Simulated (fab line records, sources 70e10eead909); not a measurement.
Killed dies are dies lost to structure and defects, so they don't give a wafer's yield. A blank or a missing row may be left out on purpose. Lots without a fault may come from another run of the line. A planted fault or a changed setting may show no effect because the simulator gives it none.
fab line records | flow nand_harc
record lots=24 wafers=72 last_day=34
route steps=1302 shown A_M0@1152 A_M1@1180 A_BONDPAD@1215
lots that met no fault: from a run of the same line without faults
start_h: hours from the record's first day to the start of the lot's first wafer shown | wait_h: hours since the lot's step before | " the same as in the row above | L1.1+2: a row that stands for several wafers | - no value, or no start given | * or withheld: withheld | < > ~ a bound
route shown NAME@n: a module of which the file shows steps, and the number in the route of the first | usual: mean/standard deviation of fault-free wafers | same: alike in all rows | chamber/n: place in a boat | sites: the reading at each site | _std_site: their standard deviation | _edge_site: outer sites' mean less inner sites' | radius_mm: how far each site lies from the wafer's centre | mask NAME#n: copy n | behind: the tool/chamber that last shaped the wafer | hold: why the lot was held/for how many hours/how that ended | device: the transistor (n, p or np) that didn't switch | end of line: the same wafers' tests at the end of the route | a step without rows: its recipe alone | killed: dies lost to structure and defects at the first sort, not the wafer's yield | map: a wafer's dies, x killed, . not, _ none there
set.NAME: the setting as run; set.NAME@STEP: as run at that earlier step | model.NAME: the simulator's own value behind a step, which no gauge read
steps of the route over a sample of lots; a table a step, a row a wafer
services: from which hour (start_h, from the record's first day; less than 0 if before it) a tool's chamber was out of use, for how many hours, and why
## steps
# step NHARC_A_M0_ETCH_15
# recipe target_depth_a=1500 overetch_a=150 time_s=82.5 c4f8_flow_sccm=withheld ar_flow_sccm=400 rf_w=600 bias_w=300 chemistry=C4F8/Ar
# usual oes_product_au=0.945/0.021 rf_vpp_V=440.3/2.4
# columns lot.wafer tool chamber start_h wait_h oes_product_au rf_hours_counter_h rf_vpp_V
L074.2 rie_diel-10 3 - - 0.927 6.5 436.2
L074.3 " 0 " " 0.925 6.5 439.2
L074.5 " 3 " " 0.940 - 437.6
L076.1 rie_diel-10 3 - - 0.920 6.6 437.6
L076.4 " 0 " " 0.916 6.6 439.5
L076.2 " 1 " " 0.921 5.9 441.5
L075.4 rie_diel-13 1 - - 0.974 1.3 437.3
L075.1 " 2 " " 0.961 1.3 440.3
L075.6 " 1 " " 0.970 - 438.3
L078.3 rie_diel-13 0 - - 0.967 2.2 444.8
L078.1 " 1 " " 0.954 2.2 438.9
L078.5 " 3 " " 0.981 - 443.4
L079.2 rie_diel-13 1 - - 0.942 3.2 436.5
L079.1 " 2 " " 0.960 2.9 441.4
L079.4 " 3 " " 0.954 - 442.8
L080.2 rie_diel-06 0 - - 0.919 6.2 441.4
L080.3 " 1 " " 0.921 4.9 442.7
L080.1 " 3 " " 0.945 7.5 441.9
L082.1 rie_diel-06 3 - - 0.931 7.6 441.3
L082.4 " 1 " " 0.930 5.0 442.9
L082.5 " 0 " " 0.913 - 440.0
L081.3 rie_diel-13 2 - - 0.963 3.6 441.1
L081.4 " 1 " " 0.949 - 439.1
L081.5 " 3 " " 0.978 - 443.6
L077.3 rie_diel-06 0 - - 0.922 6.8 441.8
L077.2 " 1 " " 0.933 5.5 442.6
L077.4 " 1 " " 0.920 - 442.4
L086.4 rie_diel-10 0 - - 0.961 0.9 436.9
L086.3 " 2 " " 0.980 0.9 440.0
L086.1 " 3 " " 0.972 1.0 437.3
L085.4 rie_diel-10 2 - - 0.932 1.0 440.0
L085.1 " 0 " " 0.944 0.9 437.8
L085.6 " 2 " " 0.929 - 441.2
L083.2 rie_diel-10 1 - - 0.958 0.8 442.6
L083.3 " 2 " " 0.955 1.0 439.9
L083.5 " 3 " " 0.951 - 435.9
L084.2 rie_diel-13 1 - - 0.918 6.3 437.7
L084.4 " 2 " " 0.927 5.8 441.4
L084.1 " 3 " " 0.921 5.7 442.5
L087.3 rie_diel-06 2 - - 0.921 12.3 435.6
L087.1 " 0 " " 0.913 9.8 442.5
L087.5 " 2 " " 0.933 - 436.6
L089.1 rie_diel-13 0 - - 0.940 7.0 443.2
L089.4 " 1 " " 0.922 8.6 439.5
L089.5 " 2 " " 0.929 - 439.9
L088.4 rie_diel-13 1 - - 0.938 8.6 438.9
L088.5 " 0 " " 0.944 - 445.0
L088.6 " 1 " " 0.948 - 437.0
L091.2 rie_diel-13 2 - - 0.930 8.6 442.0
L091.4 " 1 " " 0.907 8.9 437.9
L091.5 " 2 " " 0.938 - 440.8
L090.2 rie_diel-06 0 - - 0.939 1.2 442.9
L090.4 " 3 " " 0.962 1.9 442.7
L090.5 " 0 " " 0.932 - 441.2
L092.2 rie_diel-10 0 - - 0.931 4.0 438.3
L092.5 " 2 " " 0.927 - 439.5
L092.6 " 3 " " 0.921 - 438.2
L093.4 rie_diel-06 0 - - 0.947 2.0 441.5
L093.6 " 1 " " 0.950 - 442.8
L093.5 " 2 " " 0.965 - 437.5
L094.3 rie_diel-13 2 - - 0.966 1.8 441.1
L094.4 " 3 " " 0.951 1.4 442.2
L094.2 " 0 " " 0.960 1.4 445.0
L095.1 rie_diel-10 3 - - 0.969 6.7 435.8
L095.2 " 0 " " 0.975 7.3 438.7
L095.5 " 2 " " 0.962 - 440.0
L096.1 rie_diel-10 3 - - 0.963 6.9 437.6
L096.2 " 1 " " 0.961 8.1 442.8
L096.3 " 2 " " 0.955 7.6 440.8
L097.3 rie_diel-10 1 - - 0.983 8.8 443.0
L097.6 " 1 " " 0.993 - 440.9
L097.5 " 2 " " 0.974 - 439.7
# step NHARC_A_M0_INSPECT_27
# usual raw_defect_count=536/130
# columns lot.wafer tool chamber start_h wait_h raw_defect_count
L074.2 defect_inspect-02 - 539.40 0.0 571
L074.3 " - " " 563
L074.5 " - " " 750
L076.1 defect_inspect-01 - 544.10 0.0 422
L076.2 " - " " 485
L076.4 " - " " 885
L075.1 defect_inspect-01 - 549.37 0.0 561
L075.4 " - " " 641
L075.6 " - " " 450
L078.1 defect_inspect-02 - 576.66 0.0 779
L078.3 " - " " 675
L078.5 " - " " 687
L079.1 defect_inspect-02 - 595.79 0.0 677
L079.2 " - " " 467
L079.4 " - " " 690
L080.1 defect_inspect-01 - 597.50 0.0 472
L080.2 " - " " 369
L080.3 " - " " 554
L082.1 defect_inspect-02 - 599.14 0.0 469
L082.4 " - " " 600
L082.5 " - " " 471
L081.3 defect_inspect-01 - 601.05 0.0 376
L081.4 " - " " 364
L081.5 " - " " 406
L077.2 defect_inspect-02 - 602.24 0.0 587
L077.3 " - " " 633
L077.4 " - " " 521
L086.1 defect_inspect-02 - 628.89 0.0 502
L086.3 " - " " 412
L086.4 " - " " 483
L085.1 defect_inspect-01 - 632.92 0.0 519
L085.4 " - " " 396
L085.6 " - " " 423
L083.2 defect_inspect-01 - 633.88 0.0 661
L083.3 " - " " 556
L083.5 " - " " 668
L084.1 defect_inspect-02 - 640.00 0.0 435
L084.2 " - " " 822
L084.4 " - " " 671
L087.1 defect_inspect-02 - 659.41 0.0 408
L087.3 " - " " 461
L087.5 " - " " 530
L089.1 defect_inspect-01 - 672.06 0.0 842
L089.4 " - " " 695
L089.5 " - " " 513
L088.4 defect_inspect-02 - 672.12 0.0 380
L088.5 " - " " 406
L088.6 " - " " 414
L091.2 defect_inspect-01 - 683.91 0.0 685
L091.4 " - " " 506
L091.5 " - " " 522
L090.2 defect_inspect-01 - 702.82 0.0 497
L090.4 " - " " 518
L090.5 " - " " 543
L092.2 defect_inspect-02 - 707.49 0.0 272
L092.5 " - " " 307
L092.6 " - " " 355
L093.4 defect_inspect-02 - 725.99 0.0 401
L093.5 " - " " 527
L093.6 " - " " 476
L094.2 defect_inspect-01 - 742.92 0.0 560
L094.3 " - " " 441
L094.4 " - " " 552
L095.1 defect_inspect-01 - 754.08 0.0 385
L095.2 " - " " 327
L095.5 " - " " 358
L096.1 defect_inspect-01 - 756.27 0.0 810
L096.2 " - " " 545
L096.3 " - " " 725
L097.3 defect_inspect-02 - 770.59 0.0 492
L097.5 " - " " 450
L097.6 " - " " 509
# step NHARC_A_M0_DEP_32
# recipe target_thk_a=300 temp_c=370 target_thk_nm=30 pressure_torr=3 flow_sccm=200 rf_w=450 material=SiCN
# usual heater_power_w=608/110
# columns lot.wafer tool chamber start_h wait_h heater_power_w
L074.2 pecvd-04 0 539.54 0.1 645
L074.3 " 2 " " 503
L074.5 " 1 " " 465
L076.2 pecvd-02 0 544.24 0.1 808
L076.1 " 2 " " 683
L076.4 " 1 " " 536
L075.1 pecvd-01 0 549.61 0.1 445
L075.4 " 1 " " 647
L075.6 " 0 " " 447
L078.3 pecvd-01 2 576.80 0.1 745
L078.1 " 1 " " 674
L078.5 " 0 " " 477
L079.1 pecvd-04 1 595.93 0.1 460
L079.2 " 0 " " 694
L079.4 " 0 " " 691
L080.1 pecvd-04 0 597.68 0.1 682
L080.3 " 1 " " 556
L080.2 " 2 " " 502
L082.1 pecvd-01 0 599.29 0.1 510
L082.5 " 0 " " 507
L082.4 " 2 " " 747
L081.3 pecvd-04 1 601.26 0.1 536
L081.5 " 0 " " 629
L081.4 " 2 " " 557
L077.2 pecvd-02 1 602.90 0.1 471
L077.3 " 2 " " 680
L077.4 " 1 " " 491
L086.3 pecvd-01 0 629.04 0.1 423
L086.1 " 2 " " 669
L086.4 " 1 " " 663
L085.1 pecvd-01 0 633.16 0.1 420
L085.4 " 1 " " 635
L085.6 " 2 " " 767
L083.3 pecvd-01 0 634.03 0.1 513
L083.2 " 1 " " 663
L083.5 " 2 " " 773
L084.1 pecvd-01 2 640.24 0.1 730
L084.2 " 0 " " 518
L084.4 " 0 " " 512
L087.1 pecvd-02 1 659.56 0.1 550
L087.3 " 0 " " 780
L087.5 " 0 " " 781
L089.1 pecvd-01 2 672.29 0.1 770
L089.4 " 0 " " 495
L089.5 " 2 " " 758
L088.4 pecvd-02 2 672.39 0.2 668
L088.6 " 0 " " 862
L088.5 " 1 " " 469
L091.2 pecvd-04 2 684.09 0.1 514
L091.5 " 0 " " 608
L091.4 " 1 " " 521
L090.2 pecvd-02 2 702.97 0.1 686
L090.4 " 0 " " 719
L090.5 " 1 " " 479
L092.2 pecvd-04 1 707.72 0.1 450
L092.5 " 2 " " 523
L092.6 " 0 " " 690
L093.6 pecvd-01 2 726.67 0.2 694
L093.4 " 0 " " 513
L093.5 " 1 " " 661
L094.2 pecvd-04 0 743.06 0.1 622
L094.3 " 2 " " 499
L094.4 " 1 " " 496
L095.1 pecvd-02 1 754.27 0.1 565
L095.2 " 2 " " 608
L095.5 " 2 " " 623
L096.3 pecvd-04 0 756.41 0.1 670
L096.1 " 1 " " 481
L096.2 " 2 " " 537
L097.3 pecvd-02 0 770.74 0.1 876
L097.6 " 0 " " 852
L097.5 " 1 " " 525
# step NHARC_A_M1_OVL_MEAS_10
# recipe pitch_nm=240
# usual overlay_x_nm=-0.2/0.63 overlay_y_nm=0.0/0.85
# columns lot.wafer tool chamber start_h wait_h overlay_x_nm overlay_y_nm
L074.2 overlay-02 - 540.88 - -0.1 -0.4
L074.3 " - " " -0.6 0.0
L074.5 " - " " 0.1 -0.2
L076.1 overlay-01 - 545.57 - -0.1 1.3
L076.2 " - " " -1.1 1.8
L076.4 " - " " -0.5 2.2
L075.1 overlay-02 - 550.85 - -0.4 -0.9
L075.4 " - " " 0.0 -0.6
L075.6 " - " " 0.1 -0.7
L078.1 overlay-01 - 577.98 - -0.7 0.2
L078.3 " - " " -0.2 -0.1
L078.5 " - " " -0.8 0.4
L079.1 overlay-02 - 597.26 - 0.2 0.2
L079.2 " - " " 0.2 0.8
L079.4 " - " " -0.2 0.8
L080.1 overlay-02 - 598.89 - -0.3 0.4
L080.2 " - " " -0.2 1.0
L080.3 " - " " 0.4 0.9
L082.1 overlay-01 - 600.61 - 1.5 -0.2
L082.4 " - " " 1.2 -0.5
L082.5 " - " " 1.6 0.1
L081.3 overlay-01 - 602.68 - -0.6 0.5
L081.4 " - " " -0.3 0.5
L081.5 " - " " -0.6 0.9
L077.2 overlay-02 - 604.30 - -1.4 -0.8
L077.3 " - " " -1.8 -0.5
L077.4 " - " " -0.9 -0.9
L086.1 overlay-02 - 630.25 - -0.1 -0.6
L086.3 " - " " -0.1 0.4
L086.4 " - " " -0.3 -0.4
L085.1 overlay-02 - 634.41 - -0.2 0.0
L085.4 " - " " -0.9 -0.2
L085.6 " - " " -0.7 0.0
L083.2 overlay-01 - 635.24 - -0.2 -1.5
L083.3 " - " " -0.5 -1.9
L083.5 " - " " -0.5 -1.5
L084.1 overlay-01 - 641.42 - 0.3 0.8
L084.2 " - " " 0.4 0.6
L084.4 " - " " 0.9 0.6
L087.1 overlay-02 - 660.89 - -0.2 0.3
L087.3 " - " " -0.9 0.1
L087.5 " - " " 0.0 0.1
L089.1 overlay-01 - 673.55 - -0.1 -0.1
L089.4 " - " " -0.2 0.2
L089.5 " - " " -0.1 0.6
L088.4 overlay-02 - 673.70 - -0.4 0.8
L088.5 " - " " -0.7 1.0
L088.6 " - " " -1.1 1.4
L091.2 overlay-02 - 685.79 - 0.0 -1.5
L091.4 " - " " 0.6 -1.5
L091.5 " - " " 0.3 -1.7
L090.2 overlay-01 - 704.53 - -0.7 -0.7
L090.4 " - " " -0.2 -0.7
L090.5 " - " " -0.7 -1.0
L092.2 overlay-01 - 708.97 - -0.3 -0.4
L092.5 " - " " 0.1 0.5
L092.6 " - " " 0.2 0.5
L093.4 overlay-02 - 727.75 - -0.1 -0.9
L093.5 " - " " 0.7 -0.7
L093.6 " - " " -0.6 -0.7
L094.2 overlay-02 - 744.41 - -0.7 1.4
L094.3 " - " " -0.4 0.8
L094.4 " - " " -0.8 0.7
L095.1 overlay-02 - 755.53 - -0.9 0.8
L095.2 " - " " -1.1 1.1
L095.5 " - " " -0.9 0.6
L096.1 overlay-02 - 757.74 - -0.5 -1.0
L096.2 " - " " -0.2 -0.9
L096.3 " - " " -0.2 -1.0
L097.3 overlay-02 - 771.97 - 0.2 0.1
L097.5 " - " " 0.5 -0.3
L097.6 " - " " 0.1 0.5
# step NHARC_A_M1_PVD_21
# recipe target_thk_a=300 chamber_pressure_pa=5 power_w=5000 substrate_temp_c=30 time_s=20.49 material=Cu
# usual throttle_valve_pct=29.9/1.1
# columns lot.wafer tool chamber start_h wait_h throttle_valve_pct
L074.2 pvd_sputter-01 - - - 29.7
L074.3 " - " " 29.3
L074.5 " - " " 30.5
L076.4 pvd_sputter-01 - - - 30.4
L076.2 " - " " 30.6
L076.1 " - " " 29.4
L075.4 pvd_sputter-03 - - - 30.3
L075.1 " - " " 30.6
L075.6 " - " " 31.3
L078.1 pvd_sputter-02 - - - 28.9
L078.3 " - " " 29.7
L078.5 " - " " 28.1
L079.2 pvd_sputter-01 - - - 31.2
L079.1 " - " " 29.7
L079.4 " - " " 29.8
L080.3 pvd_sputter-01 - - - 30.1
L080.2 " - " " 29.1
L080.1 " - " " 29.8
L082.1 pvd_sputter-01 - - - 29.8
L082.4 " - " " 29.4
L082.5 " - " " 29.5
L081.4 pvd_sputter-02 - - - 28.2
L081.3 " - " " 29.5
L081.5 " - " " 28.1
L077.4 pvd_sputter-03 - - - 30.3
L077.2 " - " " 31.2
L077.3 " - " " 30.5
L086.1 pvd_sputter-01 - - - 31.1
L086.3 " - " " 29.8
L086.4 " - " " 29.9
L085.1 pvd_sputter-01 - - - 29.8
L085.4 " - " " 29.7
L085.6 " - " " 31.1
L083.3 pvd_sputter-02 - - - 28.1
L083.2 " - " " 31.2
L083.5 " - " " 29.5
L084.4 pvd_sputter-01 - - - 29.3
L084.2 " - " " 29.6
L084.1 " - " " 31.3
L087.1 pvd_sputter-02 - - - 27.6
L087.3 " - " " 31.4
L087.5 " - " " 29.1
L088.4 pvd_sputter-02 - - - 30.7
L088.5 " - " " 27.7
L088.6 " - " " 31.5
L089.1 pvd_sputter-03 - - - 31.2
L089.4 " - " " 30.7
L089.5 " - " " 31.4
L091.2 pvd_sputter-02 - - - 29.2
L091.4 " - " " 27.6
L091.5 " - " " 30.5
L090.4 pvd_sputter-02 - - - 30.4
L090.2 " - " " 29.3
L090.5 " - " " 30.0
L092.2 pvd_sputter-01 - - - 29.2
L092.5 " - " " 31.2
L092.6 " - " " 29.7
L093.4 pvd_sputter-03 - - - 31.7
L093.6 " - " " 30.2
L093.5 " - " " 30.4
L094.2 pvd_sputter-02 - - - 29.4
L094.4 " - " " 31.2
L094.3 " - " " 30.3
L095.1 pvd_sputter-02 - - - 30.4
L095.2 " - " " 28.0
L095.5 " - " " 30.3
L096.2 pvd_sputter-02 - - - 27.7
L096.1 " - " " 31.4
L096.3 " - " " 30.4
L097.3 pvd_sputter-02 - - - 29.6
L097.5 " - " " 27.5
L097.6 " - " " 31.2
# step NHARC_A_BONDPAD_CD_MEAS_09
# recipe target_cd_nm=500 landing_energy_ev=500
# usual cd_nm=499.8/1.5
# same landing_energy_ev=500
# columns lot.wafer tool chamber start_h wait_h cd_nm
L074.2 cd_sem-03 0 545.55 - 499.6
L074.3 " 0 " " 501.8
L074.5 " 0 " " 500.3
L076.1 cd_sem-01 0 550.16 - 497.7
L076.2 " 0 " " 498.7
L076.4 " 0 " " 499.4
L075.1 cd_sem-03 0 555.45 - 496.6
L075.4 " 0 " " 500.5
L075.6 " 0 " " 498.4
L078.1 cd_sem-01 0 582.73 - 498.4
L078.3 " 0 " " 499.7
L078.5 " 0 " " 499.6
L079.1 cd_sem-01 0 601.72 - 499.9
L079.2 " 0 " " 501.3
L079.4 " 0 " " 502.1
L080.1 cd_sem-02 0 603.77 - 498.5
L080.2 " 0 " " 499.1
L080.3 " 0 " " 499.2
L082.1 cd_sem-01 0 605.52 - 499.3
L082.4 " 0 " " 502.0
L082.5 " 0 " " 503.0
L081.3 cd_sem-03 0 607.75 - 500.8
L081.4 " 0 " " 498.4
L081.5 " 0 " " 498.7
L077.2 cd_sem-02 0 609.09 - 498.5
L077.3 " 0 " " 498.7
L077.4 " 0 " " 499.3
L086.1 cd_sem-01 0 635.62 - 499.2
L086.3 " 0 " " 500.2
L086.4 " 0 " " 499.3
L085.1 cd_sem-01 0 638.97 - 499.0
L085.4 " 0 " " 500.2
L085.6 " 0 " " 499.2
L083.2 cd_sem-01 0 640.21 - 498.2
L083.3 " 0 " " 500.5
L083.5 " 0 " " 500.1
L084.1 cd_sem-01 0 646.33 - 499.9
L084.2 " 0 " " 498.4
L084.4 " 0 " " 500.0
L087.1 cd_sem-02 0 665.57 - 496.4
L087.3 " 0 " " 499.3
L087.5 " 0 " " 498.3
L088.4 cd_sem-02 0 678.29 - 498.9
L088.5 " 0 " " 499.0
L088.6 " 0 " " 498.4
L089.1 cd_sem-01 0 678.44 - 499.3
L089.4 " 0 " " 500.7
L089.5 " 0 " " 498.4
L091.2 cd_sem-03 0 690.41 - 502.8
L091.4 " 0 " " 501.4
L091.5 " 0 " " 500.1
L090.2 cd_sem-02 0 709.26 - 501.2
L090.4 " 0 " " 498.3
L090.5 " 0 " " 496.6
L092.2 cd_sem-01 0 713.62 - 501.2
L092.5 " 0 " " 500.4
L092.6 " 0 " " 501.2
L093.4 cd_sem-03 0 732.29 - 499.5
L093.5 " 0 " " 499.8
L093.6 " 0 " " 500.4
L094.2 cd_sem-02 0 749.04 - 500.0
L094.3 " 0 " " 498.9
L094.4 " 0 " " 498.1
L095.1 cd_sem-01 0 760.19 - 498.5
L095.2 " 0 " " 498.7
L095.5 " 0 " " 499.5
L096.1 cd_sem-01 0 762.35 - 498.2
L096.2 " 0 " " 500.7
L096.3 " 0 " " 499.5
L097.3 cd_sem-02 0 779.04 - 498.9
L097.5 " 0 " " 499.3
L097.6 " 0 " " 499.8
## services
# columns tool chamber start_h hours kind
rie_diel-13 3 514.46 7.4 repair
pecvd-02 0 517.60 13.8 repair
rie_diel-13 - 519.00 9.0 pm
pecvd-02 0 566.65 61.4 repair
rie_diel-10 0 577.14 2.6 repair
pvd_sputter-01 - 582.00 10.0 pm
rie_diel-10 2 586.33 5.4 repair
pecvd-02 - 589.71 13.0 pm
rie_diel-10 - 596.53 9.0 pm
pecvd-04 - 613.28 1.1 repair
pecvd-01 - 619.74 0.9 repair
pecvd-04 - 631.06 13.0 pm
pvd_sputter-02 - 633.72 1.0 repair
pvd_sputter-02 - 635.19 0.6 repair
pvd_sputter-02 - 638.03 10.0 pm
pvd_sputter-02 - 658.13 1.4 repair
pecvd-02 - 663.05 0.6 repair
pecvd-04 2 663.90 5.5 repair
pvd_sputter-02 - 673.23 1.4 repair
pecvd-01 - 673.34 13.0 pm
pecvd-02 1 681.98 2.2 repair
rie_diel-13 - 696.00 9.0 pm
pvd_sputter-01 - 760.00 10.0 pm
pecvd-02 - 770.99 13.0 pm
## key
fault none
